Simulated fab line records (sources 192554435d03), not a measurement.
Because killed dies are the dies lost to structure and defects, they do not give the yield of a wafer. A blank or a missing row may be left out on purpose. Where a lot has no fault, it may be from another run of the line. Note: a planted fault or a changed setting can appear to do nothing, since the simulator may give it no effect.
fab line records | flow n5-finfet
[record] lots = 10 wafers = 30 last-day = 19
route steps=1938 shown SD_EPI_N@281 BEOL_M4@1092 PASSIVATION@1936
lots with no fault: from the same line, run without faults
start-h: hours from the record's opening day to when the first of the lot's shown wafers began | wait-h: time in hours since the lot's previous step | " as in the row above | L1.1+2: one row covering several wafers at once | - no value, or no start was given | * or withheld: withheld | < > ~ a bound
route shown NAME@n: names a module that has steps shown in the file, with the first one's number in the route | usual: the fault-free wafers' mean and standard deviation | same: alike in all rows | chamber/n: place in a boat | sites: per-site readings | _std_site: standard deviation across them | _edge_site: the outer-site mean with the inner-site mean subtracted | radius-mm: how far each site lies from the wafer's centre | mask NAME#n: copy n | behind: the last tool/chamber to shape the wafer | hold: the reason the lot was held/the length of the hold in hours/how it ended | device: which transistor (n, p or np) failed to switch | end of line: at the end of the route, the tests of the same wafers | a step given without rows: its recipe and nothing more | killed: not the wafer's yield, but the dies lost to structure and defects at the first sort | map: a wafer's dies, x killed, . not, _ none there
set.NAME: the setting the step ran with; set.NAME@STEP: the setting that earlier step ran with | model.NAME: the simulator's own value behind a step, which no gauge read
the route's steps for a sample of lots (tables are steps, rows are wafers)
services: from which hour (start-h, from the record's first day; less than 0 if before it) a tool's chamber was out of use, for how many hours, and why
[[steps]]
[step N5_SD_EPI_N_SD_RECESS_17]
[recipe] chemistry = HBr/Cl2/O2 target-depth-a = 410 mask-material = SOC time-s = 23.7 bt-time-s = 3 pressure-mtorr = 10 icp-w = 800 bias-w = 112 HBr_flow_sccm = 150 Cl2_flow_sccm = 80 O2_flow_sccm = 12
[usual] drypump-motor-current-A = 5.5/0.45 oes-product-au = 1.007/0.014 throttle-valve-pct = 37.27/0.28
// columns lot.wafer tool chamber start-h wait-h drypump-motor-current-A oes-product-au rf-hours-counter-h throttle-valve-pct
L869.1 rie-si-03 0 51.35 0.0 6.2 0.976 18 37.78
L869.4 " 3 " " 5.2 0.995 179 37.62
L869.6 " 3 " " 5.2 0.983 - 37.62
L870.2 rie-si-05 1 57.20 0.0 4.7 1.006 71 37.46
L870.4 " 2 " " 5.7 0.999 113 37.40
L870.5 " 0 " " 5.9 1.013 - 37.23
L872.1 rie-si-02 2 67.85 0.0 5.8 1.026 41 37.12
L872.2 " 1 " " 5.6 1.010 74 37.13
L872.4 " 2 " " 5.8 1.023 - 37.12
L873.1 rie-si-02 0 74.33 0.0 4.8 1.009 65 37.13
L873.2 " 1 " " 5.5 0.998 74 37.14
L873.4 " 3 " " 5.4 1.007 37 37.58
L874.1 rie-si-02 2 78.34 0.0 5.8 1.017 41 37.10
L874.4 " 3 " " 5.4 1.009 37 37.59
L874.6 " 1 " " 5.6 1.001 - 37.12
L875.2 rie-si-02 0 85.85 0.0 4.8 1.011 65 37.12
L875.3 " 1 " " 5.6 1.006 74 37.15
L875.4 " 3 " " 5.4 1.018 38 37.60
L881.1 rie-si-02 0 120.83 0.0 4.8 1.024 66 37.12
L881.2 " 3 " " 5.4 1.011 38 37.59
L881.3 " 2 " " 5.8 1.010 42 37.12
L887.2 rie-si-02 1 157.93 0.0 5.6 0.996 76 37.12
L887.4 " 2 " " 5.8 1.023 43 37.13
L887.5 " 2 " " 5.8 1.032 - 37.11
L889.4 rie-si-05 3 175.70 0.0 5.2 1.009 103 37.02
L889.5 " 1 " " 4.7 1.002 - 37.49
L889.6 " 0 " " 5.9 1.009 - 37.23
L891.1 rie-si-03 3 189.73 0.0 5.2 0.981 181 37.63
L891.3 " 2 " " 5.8 1.000 11 37.21
L891.4 " 0 " " 6.2 0.976 20 37.77
[step N5_BEOL_M4_SPUTTER_88]
[recipe] material = Cu target-thk-a = 45 temp-c = -20 chamber-pressure-pa = 0.07 power-w = withheld time-s = 8.29
[usual] throttle-valve-pct = 29.5/1.2
// columns lot.wafer tool chamber start-h wait-h throttle-valve-pct
L869.1 pvd-sputter-03 - 164.21 0.1 29.1
L869.4 " - " " 30.7
L869.6 " - " " 27.8
L870.2 pvd-sputter-03 - 169.41 0.1 30.7
L870.4 " - " " 28.0
L870.5 " - " " 28.9
L872.1 pvd-sputter-03 - 181.13 0.1 28.0
L872.2 " - " " 27.8
L872.4 " - " " 28.8
L873.1 pvd-sputter-03 - 183.19 0.1 28.9
L873.2 " - " " 27.5
L873.4 " - " " 28.1
L874.1 pvd-sputter-02 - 189.89 0.1 29.8
L874.4 " - " " 29.7
L874.6 " - " " 30.0
L875.2 pvd-sputter-01 - 196.78 0.1 31.7
L875.3 " - " " 29.0
L875.4 " - " " 29.7
L881.1 pvd-sputter-02 - 235.35 0.1 29.1
L881.2 " - " " 29.5
L881.3 " - " " 31.3
L887.2 pvd-sputter-02 - 278.89 0.1 29.8
L887.4 " - " " 30.0
L887.5 " - " " 31.6
L889.4 pvd-sputter-03 - 302.63 0.1 28.1
L889.5 " - " " 28.9
L889.6 " - " " 30.7
L891.1 pvd-sputter-02 - 339.67 0.1 30.2
L891.3 " - " " 29.7
L891.4 " - " " 31.4
[step N5_BEOL_M4_SPUTTER_96]
[recipe] material = Cu target-thk-a = 45 temp-c = -20 chamber-pressure-pa = 0.07 power-w = withheld time-s = 8.29
[usual] throttle-valve-pct = 29.5/1.2
// columns lot.wafer tool chamber start-h wait-h throttle-valve-pct
L869.1 pvd-sputter-03 - 165.09 0.1 29.2
L869.4 " - " " 30.8
L869.6 " - " " 27.4
L870.2 pvd-sputter-03 - 170.29 0.1 31.0
L870.4 " - " " 28.3
L870.5 " - " " 28.9
L872.1 pvd-sputter-03 - 182.01 0.1 28.0
L872.2 " - " " 27.4
L872.4 " - " " 28.8
L873.1 pvd-sputter-03 - 184.07 0.1 28.9
L873.2 " - " " 27.5
L873.4 " - " " 28.2
L874.1 pvd-sputter-02 - 190.77 0.1 29.7
L874.4 " - " " 29.7
L874.6 " - " " 29.9
L875.2 pvd-sputter-01 - 197.66 0.1 31.6
L875.3 " - " " 29.1
L875.4 " - " " 29.5
L881.1 pvd-sputter-02 - 236.23 0.1 29.6
L881.2 " - " " 29.5
L881.3 " - " " 31.5
L887.2 pvd-sputter-02 - 279.77 0.1 29.9
L887.4 " - " " 29.6
L887.5 " - " " 31.4
L889.4 pvd-sputter-03 - 303.51 0.1 28.0
L889.5 " - " " 29.0
L889.6 " - " " 31.1
L891.1 pvd-sputter-02 - 340.55 0.1 30.0
L891.3 " - " " 30.0
L891.4 " - " " 31.5
[step N5_BEOL_M4_PRE_CLEAN_60]
[recipe] gas = NH3/H2 time-s = 15 temp-c = * rf-power-w = 300
[usual] heater-power-w = 88/11
// columns lot.wafer tool chamber start-h wait-h heater-power-w
L869.1 cvd-co-02 1 165.97 0.1 96
L869.4 " 0 " " 90
L869.6 " 2 " " 65
L870.2 cvd-co-01 0 171.13 0.0 84
L870.4 " 1 " " 95
L870.5 " 2 " " 93
L872.1 cvd-co-01 0 182.83 0.0 84
L872.2 " 1 " " 97
L872.4 " 0 " " 85
L873.1 cvd-co-01 0 184.89 0.0 87
L873.2 " 1 " " 95
L873.4 " 2 " " 93
L874.1 cvd-co-01 2 191.60 0.0 95
L874.4 " 1 " " 96
L874.6 " 2 " " 93
L875.2 cvd-co-01 2 198.50 0.0 92
L875.3 " 0 " " 88
L875.4 " 2 " " 96
L881.1 cvd-co-02 0 237.13 0.0 93
L881.2 " 2 " " 63
L881.3 " 1 " " 95
L887.2 cvd-co-02 2 281.05 0.0 65
L887.4 " 0 " " 92
L887.5 " 1 " " 97
L889.4 cvd-co-01 1 304.36 0.1 100
L889.5 " 2 " " 93
L889.6 " 1 " " 99
L891.1 cvd-co-02 2 341.37 0.0 65
L891.3 " 2 " " 65
L891.4 " 0 " " 94
[step N5_BEOL_M4_RC_MEAS_101]
[usual] CJ_N = 4.36/0.093 DIBL_N = 36.1/1.6 DIBL_P = 35.7/1.8 IOFF_N = 0.159/0.027 IOFF_P = 0.21/0.03 ION_N = 673/10 ION_P = 462/7.4 REXT_N = 74.7/1.6 SS_N = 71.4/0.56 SS_P = 73.2/0.61 VT_N = 249.7/3 VT_P = -250/3.1
// columns lot.wafer tool chamber start-h wait-h CJ_N DIBL_N[mV/V] DIBL_P[mV/V] IOFF_N[nA/um] IOFF_P[nA/um] ION_N[uA/um] ION_P[uA/um] REXT_N[ohm.um] SS_N[mV/dec] SS_P[mV/dec] VT_N[mV] VT_P[mV]
L869.1 prober-01 0 166.24 0.0 4.43 33.2 33.2 0.118 0.19 664 460 72.5 70.7 72.6 253.6 -248
L869.4 " 0 " " 4.47 34.0 35.0 0.134 0.22 661 466 72.0 71.5 73.1 251.4 -249
L869.6 " 0 " " 4.41 32.9 32.9 0.122 0.19 661 459 72.3 71.3 72.2 250.9 -250
L870.2 prober-01 0 171.56 0.2 4.39 37.4 38.9 0.206 0.25 692 463 78.7 72.8 74.3 244.1 -251
L870.4 " 0 " " 4.40 34.4 35.6 0.145 0.19 676 462 78.5 71.5 73.1 248.1 -254
L870.5 " 0 " " 4.44 35.2 35.5 0.154 0.19 664 451 78.2 71.9 72.6 248.0 -255
L872.1 prober-02 0 183.10 0.0 4.51 33.5 30.8 0.133 0.20 683 480 72.6 70.9 72.1 249.5 -248
L872.2 " 0 " " 4.40 35.2 33.0 0.156 0.23 686 476 73.7 70.7 72.6 249.5 -246
L872.4 " 0 " " 4.50 37.1 34.6 0.187 0.26 677 471 73.0 72.3 73.4 245.7 -244
L873.1 prober-02 0 185.16 0.0 4.41 37.9 37.4 0.156 0.19 664 448 74.5 71.6 73.6 252.5 -253
L873.2 " 0 " " 4.40 36.6 35.8 0.136 0.18 662 451 75.9 71.7 73.1 253.1 -254
L873.4 " 0 " " 4.42 39.2 38.7 0.189 0.24 678 458 75.2 72.0 73.8 248.9 -251
L874.1 prober-02 0 191.87 0.0 4.43 36.4 34.9 0.162 0.20 671 463 71.8 71.4 72.7 250.1 -250
L874.4 " 0 " " 4.40 37.0 35.9 0.170 0.22 678 467 71.9 71.6 73.7 246.8 -248
L874.6 " 0 " " 4.35 36.4 35.9 0.167 0.23 676 469 72.2 71.2 73.8 247.0 -247
L875.2 prober-02 0 198.93 0.2 4.48 36.3 36.8 0.176 0.18 673 447 76.7 72.0 73.6 248.2 -254
L875.3 " 0 " " 4.47 36.4 36.8 0.164 0.18 676 449 75.4 72.0 73.6 250.7 -252
L875.4 " 0 " " 4.49 36.9 38.2 0.171 0.22 683 455 75.5 72.6 73.5 250.2 -252
L881.1 prober-01 0 237.41 0.0 4.41 38.7 37.3 0.185 0.24 683 466 73.6 71.8 73.4 248.5 -250
L881.2 " 0 " " 4.39 37.7 36.7 0.170 0.22 676 463 72.1 71.8 74.3 249.2 -248
L881.3 " 0 " " 4.42 36.6 34.5 0.151 0.19 654 450 74.8 71.3 73.6 253.6 -251
L887.2 prober-01 0 281.48 0.2 4.46 35.4 35.2 0.131 0.18 675 462 76.3 70.7 72.7 249.4 -251
L887.4 " 0 " " 3.61 36.0 38.5 0.144 0.23 640 463 83.2 70.7 74.0 250.7 -249
L887.5 " 0 " " 3.62 36.6 38.7 0.149 0.23 646 466 82.7 71.1 74.1 252.1 -246
L889.4 prober-01 0 305.14 0.5 4.37 34.9 34.5 0.122 0.17 666 455 74.3 71.1 73.3 253.6 -252
L889.5 " 0 " " 4.34 35.7 36.9 0.148 0.21 683 467 75.5 70.8 73.6 250.6 -250
L889.6 " 0 " " 4.37 36.4 37.7 0.163 0.21 683 465 73.7 71.6 73.8 250.1 -251
L891.1 prober-01 0 341.71 0.0 4.20 35.2 34.8 0.156 0.22 662 460 75.8 71.1 73.1 247.2 -244
L891.3 " 0 " " 4.24 34.7 33.7 0.139 0.20 670 468 74.5 70.9 72.1 251.6 -245
L891.4 " 0 " " 4.23 36.7 36.9 0.201 0.26 694 482 73.6 71.0 73.1 243.3 -242
[step N5_PASSIVATION_PROBE_49]
[usual] defect-limited-yield = 91.0/1.3 killed_at_M0_to_M3 = 33/10 killed_at_M4_up = 14/5.6 killed-at-contacts = 12/5.8 killed-at-front-end = 43/11 killed-at-other = 4.1/2.8 killed-dies = 106/15 killed-open = 70/12 killed-short = 34/7.5 sort_bin_5_function = 5.3/0.88 sort_bin_6_memory = 3.3/0.64 sort_bin_8_speed = 0.00/0.016 sort-n-pass = 1074/15 sort-yield-pct = 91.0/1.3
[same] gross-dies = 1180 killed-at-back-side = 0 sort_bin_4_leakage[%] = 0
// columns lot.wafer tool chamber start-h wait-h defect-limited-yield[%] killed_at_M0_to_M3 killed_at_M4_up killed-at-contacts killed-at-front-end killed-at-other killed-dies killed-open killed-short sort_bin_5_function[%] sort_bin_6_memory[%] sort_bin_8_speed[%] sort-n-pass sort-yield-pct[%]
L870.2 prober-02 - 283.76 0.2 91.0 36 4 9 53 4 106 63 41 5.3 3.3 0 1074 91.0
L870.4 prober-02 - 283.86 0.3 89.1 22 11 18 74 4 129 77 52 6.3 4.1 0 1051 89.1
L870.5 prober-02 - 283.91 0.4 91.9 38 10 7 38 2 95 58 37 4.7 3.1 0 1085 91.9
L875.2 prober-02 - 303.49 0.1 89.1 22 17 20 63 7 129 79 50 6.4 4.1 0 1051 89.1
L875.3 prober-02 - 303.54 0.1 89.2 30 11 17 65 4 127 94 29 6.7 3.6 0 1053 89.2
L875.4 prober-02 - 303.59 0.2 89.6 33 12 21 49 8 123 100 22 5.7 4.6 0 1057 89.6
L887.2 prober-01 - 381.05 0.1 90.8 50 9 8 41 0 108 75 33 5.3 3.4 0 1072 90.8
L887.4 prober-01 - 381.15 0.2 88.9 46 14 25 43 3 131 89 40 6.5 4.0 0.76 1041 88.2
L887.5 prober-01 - 381.20 0.2 90.9 41 14 14 36 2 107 65 40 6.2 2.7 0.17 1071 90.8
// killed by level:class
L870.2 STI_FIN_REVEAL:geometric-particle:open=14 BEOL_M0_SAQP:geometric-particle:short=11 BEOL_M0_SAQP:geometric-particle:open=11 FIN_SAQP:geometric-particle:open=10 FIN_SAQP:geometric-particle:short=8 MOL_CONTACT_COAG:geometric-particle:open=8 BEOL_M3:geometric-particle:open=6 STARTING-WAFER:geometric-particle:open=5
L870.4 FIN_SAQP:geometric-particle:short=24 FIN_SAQP:geometric-particle:open=22 MOL_CONTACT_COAG:geometric-particle:open=15 BEOL_M0_SAQP:geometric-particle:open=6 GATE_CUT:geometric-particle:short=5 BEOL_M0_SAQP:geometric-particle:short=5 STI_FIN_REVEAL:geometric-particle:open=4 BEOL_M3:geometric-particle:open=4
L870.5 FIN_SAQP:geometric-particle:open=14 BEOL_M0_SAQP:geometric-particle:open=13 FIN_SAQP:geometric-particle:short=11 BEOL_M0_SAQP:geometric-particle:short=10 MOL_CONTACT_COAG:geometric-particle:open=5 BEOL_M2:geometric-particle:open=4 BEOL_M0:geometric-particle:open=4 BEOL_M4:geometric-particle:open=3
L875.2 STI_FIN_REVEAL:geometric-particle:open=17 MOL_CONTACT_COAG:geometric-particle:open=17 FIN_SAQP:geometric-particle:open=9 BEOL_M2:geometric-particle:open=8 FIN_SAQP:geometric-particle:short=7 BEOL_M0_SAQP:geometric-particle:short=7 BEOL_M4:geometric-particle:open=7 DUMMY_GATE:geometric-particle:open=6
L875.3 STI_FIN_REVEAL:geometric-particle:open=26 MOL_CONTACT_COAG:geometric-particle:open=13 BEOL_M2:geometric-particle:open=8 BEOL_M4:geometric-particle:open=8 BEOL_M1:geometric-particle:open=7 FIN_SAQP:geometric-particle:open=6 FIN_SAQP:geometric-particle:short=5 STI_FIN_REVEAL:geometric-particle:short=4
L875.4 STI_FIN_REVEAL:geometric-particle:open=21 MOL_CONTACT_COAG:geometric-particle:open=18 BEOL_M2:geometric-particle:open=14 BEOL_M4:geometric-particle:open=7 BEOL_M1:geometric-particle:open=6 DUMMY_GATE:geometric-particle:open=5 STI_FIN_REVEAL:geometric-particle:short=4 BEOL_M0_SAQP:geometric-particle:open=4
L887.2 BEOL_M0_SAQP:geometric-particle:short=13 BEOL_M3:geometric-particle:open=12 STI_FIN_REVEAL:geometric-particle:open=9 BEOL_M1:geometric-particle:open=9 MOL_CONTACT_COAG:geometric-particle:open=8 FIN_SAQP:geometric-particle:open=6 BEOL_M0_SAQP:geometric-particle:open=5 BEOL_M2:geometric-particle:open=5
L887.4 MOL_CONTACT_COAG:geometric-particle:open=20 BEOL_M3:geometric-particle:open=14 FIN_SAQP:geometric-particle:open=13 FIN_SAQP:geometric-particle:short=10 BEOL_M0:geometric-particle:open=8 BEOL_M0_SAQP:geometric-particle:open=6 STARTING-WAFER:geometric-particle:short=6 MOL_CONTACT_COAG:geometric-particle:short=5
L887.5 FIN_SAQP:geometric-particle:short=12 FIN_SAQP:geometric-particle:open=11 BEOL_M1:geometric-particle:open=10 MOL_CONTACT_COAG:geometric-particle:open=8 BEOL_M0_SAQP:geometric-particle:short=7 MOL_CONTACT_COAG:geometric-particle:short=6 BEOL_M0_SAQP:geometric-particle:open=6 STARTING-WAFER:geometric-particle:open=5
[[services]]
// columns tool chamber start-h hours kind
cvd-co-02 - 31.95 3.9 repair
rie-si-05 3 35.56 8.3 repair
pvd-sputter-02 - 38.64 1.1 repair
rie-si-03 3 58.52 6.6 repair
pvd-sputter-01 - 58.65 1.9 repair
cvd-co-01 1 61.25 9.3 repair
rie-si-02 3 67.78 4.5 repair
cvd-co-02 2 74.74 16.2 repair
pvd-sputter-03 - 85.74 4.6 repair
rie-si-02 1 100.25 3.1 repair
pvd-sputter-01 - 112.84 13.6 repair
pvd-sputter-03 - 159.89 2.5 repair
rie-si-02 3 166.33 30.2 repair
cvd-co-01 1 209.51 7.7 repair
rie-si-02 1 211.31 4.7 repair
cvd-co-01 - 228.38 6.9 pm
rie-si-02 3 235.35 2.6 repair
rie-si-02 - 240.34 4.3 pm
cvd-co-01 - 253.77 3.2 repair
cvd-co-02 - 259.45 4.3 pm
cvd-co-01 0 275.61 34.9 repair
pvd-sputter-02 - 302.85 7.1 repair
rie-si-02 2 307.43 20.4 repair
cvd-co-01 - 333.53 0.4 repair
[[key]]
[first-sign] step = N5_BEOL_M4_RC_MEAS_101 reading = CJ_N direction = down sigmas = 8 usual = 4.36 struck = 3.62
[effect] step = N5_BEOL_M4_RC_MEAS_101 reading = REXT_N direction = up sigmas = 5.2 usual = 74.7 struck = 83.0
[effect] step = N5_BEOL_M4_RC_MEAS_101 reading = ION_N direction = down sigmas = 2.8 usual = 673 struck = 643
[effect] step = N5_PASSIVATION_PROBE_49 reading = sort_bin_8_speed direction = up sigmas = 5.5 usual = 0.00 struck = 0.47
met-at N5_SD_EPI_N_SD_RECESS_17
struck-lots L887
struck-wafers L887.4,L887.5
not-acting-at N5_BEOL_M4_SPUTTER_88,N5_BEOL_M4_SPUTTER_96,N5_BEOL_M4_PRE_CLEAN_60
onset-between 120.83 157.93
[fault] kind = process-parameter-drift tool = rie-si-02 chamber = 2 onset-h = 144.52 steps = N5_SD_EPI_N_SD_RECESS_17 channel = time-s offset = * shape = step end-h = 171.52 acts-in = * stated = *
